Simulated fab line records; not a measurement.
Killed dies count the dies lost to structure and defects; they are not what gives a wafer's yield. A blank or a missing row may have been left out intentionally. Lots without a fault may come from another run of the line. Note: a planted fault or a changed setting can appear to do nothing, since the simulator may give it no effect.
Which tool is to blame? | flow n5-finfet | 35 wafers from 12 lots sampled at 3 of the route's 1938 steps

WHAT THE GAUGES SHOWED, per wafer
N5_PASSIVATION_CD_MEAS_44: the cd target is 40000 nm. Usual: cd-nm at 39997 nm, with a standard deviation of 5.5.
lot  | measured     | on        | cd-nm (nm)        | flag
L102 | day 12 05:28 | cd-sem-03 | 39998 40003 40000 |
L104 | day 12 09:06 | cd-sem-03 | 39992 39989 39989 |
L105 | day 13 01:31 | cd-sem-01 | 39990 40001 39997 |
L106 | day 13 06:08 | cd-sem-01 | 39984 39993 39991 |
L107 | day 14 08:51 | cd-sem-02 | 39996 39998 40000 |
L111 | day 14 16:43 | cd-sem-01 | 39996 39995       |
L113 | day 15 08:47 | cd-sem-01 | 39991 39993 40005 |
L118 | day 16 02:05 | cd-sem-02 | 40009 40006 40005 |
L120 | day 16 23:59 | cd-sem-02 | 40001 39996 39996 |
L121 | day 17 04:58 | cd-sem-03 | 39991 39992 39993 |
L122 | day 17 16:46 | cd-sem-02 | 39999 40004 39997 |
L124 | day 18 10:14 | cd-sem-01 | 40008 40003 40008 |

WHICH TOOL RAN EACH LOT (tool, then ch and the chambers of the sampled wafers, then the start)
lot  | N5_HKMG_FIN_ALD_71                 | N5_PASSIVATION_DESCUM_12
L102 | ald-metal-01 ch 1,2,3, day 4 06:52 | rie-diel-05 ch 0,1,3, day 12 02:12
L104 | ald-metal-03 ch 2,3, day 4 16:48   | rie-diel-05 ch 1,3, day 12 06:04
L105 | ald-metal-02 ch 0,1, day 4 23:21   | rie-diel-06 ch 1,2,3, day 12 21:49
L106 | ald-metal-01 ch 0,2,3, day 5 06:42 | rie-diel-05 ch 0,1,3, day 13 02:57
L107 | ald-metal-03 ch 0,1,2, day 5 10:23 | rie-diel-06 ch 0,1,3, day 14 04:41
L111 | ald-metal-01 ch 1,2, day 6 11:55   | rie-diel-05 ch 0,1, day 14 13:32
L113 | ald-metal-03 ch 0,3, day 6 23:51   | rie-diel-06 ch 2,3, day 15 05:04
L118 | ald-metal-03 ch 1,2,3, day 8 04:08 | rie-diel-06 ch 1,2,3, day 15 21:19
L120 | ald-metal-02 ch 0,1,3, day 8 18:00 | rie-diel-06 ch 0,1,3, day 16 19:37
L121 | ald-metal-01 ch 0,1,3, day 9 01:15 | rie-diel-04 ch 2,3, day 17 01:11
L122 | ald-metal-01 ch 0,2,3, day 9 07:22 | rie-diel-04 ch 2,3, day 17 13:23
L124 | ald-metal-01 ch 0,1,2, day 9 19:09 | rie-diel-06 ch 0,1,3, day 18 07:02
- N5_HKMG_FIN_ALD_71: deposits TiN, target thk 1 nm, pulse time 1 s, purge time 3 s.
- N5_PASSIVATION_DESCUM_12: chemistry O2, time 7.9 s.

WHAT THE TOOLS THEMSELVES READ (means of the sampled wafers that have a number; where no wafer has one, the mark that the record gives instead)
N5_HKMG_FIN_ALD_71. Usual: heater-power-w 884 W, standard deviation 47; precursor-pulse-height-rel 1.003, standard deviation 0.021.
lot  | tool         | heater-power-w (W) | precursor-pulse-height-rel | flag
L102 | ald-metal-01 | 869                | 1.021                      |
L104 | ald-metal-03 | 833                | 1.018                      |
L105 | ald-metal-02 | 909                | 1.018                      |
L106 | ald-metal-01 | 877                | 0.993                      |
L107 | ald-metal-03 | 912                | 0.999                      |
L111 | ald-metal-01 | 894                | 1.004                      |
L113 | ald-metal-03 | 834                | 1.013                      |
L118 | ald-metal-03 | 872                | 0.989                      |
L120 | ald-metal-02 | 885                | 1.010                      |
L121 | ald-metal-01 | 837                | 1.004                      |
L122 | ald-metal-01 | 869                | 0.990                      |
L124 | ald-metal-01 | 869                | 1.007                      |

N5_PASSIVATION_DESCUM_12. Usual: drypump-motor-current-A 5.4 A, standard deviation 0.45; oes-product-au 0.80 a.u., standard deviation 0.076; rf-vpp-V 242.8 V, standard deviation 1.3; showerhead-plenum-p-Torr 2.07 Torr, standard deviation 0.064; throttle-valve-pct 20.5 %, standard deviation 0.31.
lot  | tool        | drypump-motor-current-A (A) | oes-product-au (a.u.) | rf-vpp-V (V) | showerhead-plenum-p-Torr (Torr) | throttle-valve-pct (%) | flag
L102 | rie-diel-05 | 5.5                         | 0.74                  | 243.1        | 2.08                            | 20.5                   |
L104 | rie-diel-05 | 5.8                         | 0.75                  | 244.1        | 2.12                            | 20.5                   |
L105 | rie-diel-06 | 5.6                         | 0.81                  | 243.0        | 2.06                            | 20.3                   |
L106 | rie-diel-05 | 5.5                         | 0.72                  | 241.8        | 2.08                            | 20.5                   |
L107 | rie-diel-06 | 5.4                         | 0.86                  | 244.2        | 2.09                            | 20.3                   |
L111 | rie-diel-05 | 5.4                         | 0.75                  | 242.1        | 2.05                            | 20.7                   |
L113 | rie-diel-06 | 5.3                         | 0.75                  | 241.5        | 1.99                            | 20.5                   |
L118 | rie-diel-06 | 5.6                         | 0.79                  | 243.1        | 2.06                            | 20.3                   |
L120 | rie-diel-06 | 5.3                         | 0.84                  | 243.5        | 2.09                            | 20.3                   |
L121 | rie-diel-04 | 5.1                         | 0.82                  | 242.8        | 2.10                            | 20.4                   |
L122 | rie-diel-04 | 5.1                         | 0.83                  | 242.8        | 2.09                            | 20.4                   |
L124 | rie-diel-06 | 5.4                         | 0.82                  | 242.8        | 2.08                            | 20.3                   |

THE ANSWER, worked out from the rows above alone
Rule: take the mean of a lot's wafers that have a number; if it is more than 3 standard deviations from the usual mean, the lot is off. A lot without any number at a reading at which 4 lots or more have one is off too. Where the step has rows for the other lots, those lots are counted as sound. After the gauges, taken in route order, come the tools' own readings; for these a lot's mean is taken, as printed above. The first step at which some lot is off is used, and at that step the reading that is off furthest; a lot without a number counts as furthest.
Across all readings shown, no lot is off: no conclusion can be drawn from this.

WHAT THE SIMULATOR HAD INSERTED
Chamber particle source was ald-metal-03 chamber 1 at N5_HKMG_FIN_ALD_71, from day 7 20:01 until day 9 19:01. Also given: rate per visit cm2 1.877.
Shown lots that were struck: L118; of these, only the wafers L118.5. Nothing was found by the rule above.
